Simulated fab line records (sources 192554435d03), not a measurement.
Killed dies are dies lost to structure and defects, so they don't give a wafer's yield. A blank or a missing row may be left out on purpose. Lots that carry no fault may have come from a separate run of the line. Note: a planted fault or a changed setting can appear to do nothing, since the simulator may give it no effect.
Code-filled problem report in 8D (eight disciplines) form :: flow n5 finfet :: the parts of the form that need people (team, actions taken, sign-off) are left out

== 1. PROBLEM STATEMENT ==
Wafers without a fault read 72, standard deviation 27; raw defect count at N5_BEOL_M0_INSPECT_127 reads a mean of 3536 on 3 wafers belonging to 2 lots. That is +99 or more standard deviations from the usual mean.
The step: inspects for defects (darkfield).
The first sign was on wafer L628.2 at day 7 10:08, on defect inspect-01. Wafers with a number at this step in the record: 27, from 9 lots. Rule for "out", or "out of limits": more than 4 standard deviations from the usual mean. Any other wafer with a number is counted as sound.

== 2. WHAT IT IS; WHAT IT IS NOT ==
question: which readings at this step
is: raw defect count
is not: -

question: which lots
is: L628, L630
is not: L622, L623, L627, L638, L641, L642, L643

question: which wafers of those lots
is: L628.2, L628.3, L630.3
is not: L628.4, L630.4, L630.6

question: read on which gauges
is: defect inspect-01, defect inspect-02
is not: -

question: when
is: from day 7 10:08
is not: up to then (10 sound wafers); but 14 sound wafers of L630, L638, L641, L642, L643 came after

== 3. THE SUSPECTS, EACH WITH WHAT RULES IT OUT ==
Counting: any tool at a process step up to the reading remains a suspect provided it ran every lot that is out. Sound lots after the first of them don't rule it out here, since some wafers of a struck lot are sound.
- the gauge at N5_BEOL_M0_INSPECT_127 is ruled out. 2 gauges (defect inspect-01, defect inspect-02) read the wafers that are out.
- pvd sputter-02 at N5_BEOL_M0_PRE_CLEAN_113 (time 30 s): kept. It processed each lot that is out (first: L628, day 7 07:35); up to then, its last sound lot is L623 (day 6 08:13).
- cmp-03 at N5_BEOL_M0_CMP_120 (polishes, stops on SiOC, t overpolish 6.9 s): kept. It processed each lot that is out (first: L628, day 7 09:32); up to then, its last sound lot is L622 (day 6 09:55). Its own barrier field endpoint s, time to endpoint s readings are out on those wafers.
What counting leaves: pvd sputter-02 at N5_BEOL_M0_PRE_CLEAN_113 and cmp-03 at N5_BEOL_M0_CMP_120.

== 4. THE CAUSE (what the simulator had put in) ==
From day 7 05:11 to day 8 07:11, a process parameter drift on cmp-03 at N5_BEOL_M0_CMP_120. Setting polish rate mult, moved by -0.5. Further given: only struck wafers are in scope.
2 suspects survive the count, and this tool is in that group.

== 5. THE CHAIN OF EFFECTS, in route order ==
Rows list readings where the struck wafers' mean (over those with a number) sits beyond 3 standard deviations from the usual. Readings are gone through only where the record gives a usual standard deviation; hours: the median, over the lots, of the time from a lot's start at the first step in this table giving one to that lot's start at this step; sigmas: the change measured in usual standard deviations.
hours: 0
step: N5_BEOL_M0_CMP_120
reading: barrier field endpoint s
usual: 3.64 s
on struck wafers: 7.07
change: +3.43
sigmas: +26

hours: 0
step: N5_BEOL_M0_CMP_120
reading: time to endpoint s
usual: 63 s
on struck wafers: 81
change: +18
sigmas: +5.2

hours: 1
step: N5_BEOL_M0_INSPECT_127
reading: raw defect count
usual: 72
on struck wafers: 3536
change: +3464
sigmas: +99 or more

hours: 148
step: N5_PASSIVATION_PROBE_49
reading: defect limited yield
usual: 91.0 %
on struck wafers: 0.0
change: -91.0
sigmas: -70

hours: 148
step: N5_PASSIVATION_PROBE_49
reading: killed_at_M0_to_M3
usual: 33
on struck wafers: 1081
change: +1048
sigmas: +99 or more

hours: 148
step: N5_PASSIVATION_PROBE_49
reading: killed dies
usual: 106
on struck wafers: 1180
change: +1074
sigmas: +72

hours: 148
step: N5_PASSIVATION_PROBE_49
reading: killed on rim
usual: 14
on struck wafers: 152
change: +138
sigmas: +35

hours: 148
step: N5_PASSIVATION_PROBE_49
reading: sort n pass
usual: 1074
on struck wafers: 0
change: -1074
sigmas: -72

hours: 148
step: N5_PASSIVATION_PROBE_49
reading: sort yield pct
usual: 91.0 %
on struck wafers: 0.0
change: -91.0
sigmas: -70
The process steps in it:
- N5_BEOL_M0_CMP_120: polishes, stops on SiOC, t overpolish 6.9 s.
- N5_PASSIVATION_PROBE_49

== 6. WHAT WOULD HAVE CAUGHT IT SOONER ==
In this record the first reading out of limits at a measuring or inspecting step was taken at day 7 10:08, 5 hours after the fault began at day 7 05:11.
Tool's own readings at N5_BEOL_M0_CMP_120, barrier field endpoint s, time to endpoint s: out on all struck wafers the step has rows for; an alarm limit on them would have tripped on the first.
Lots out: 2; of these, L630 started N5_BEOL_M0_CMP_120 on cmp-03 after day 7 10:08. A tool hold placed at that time would have kept it from harm.
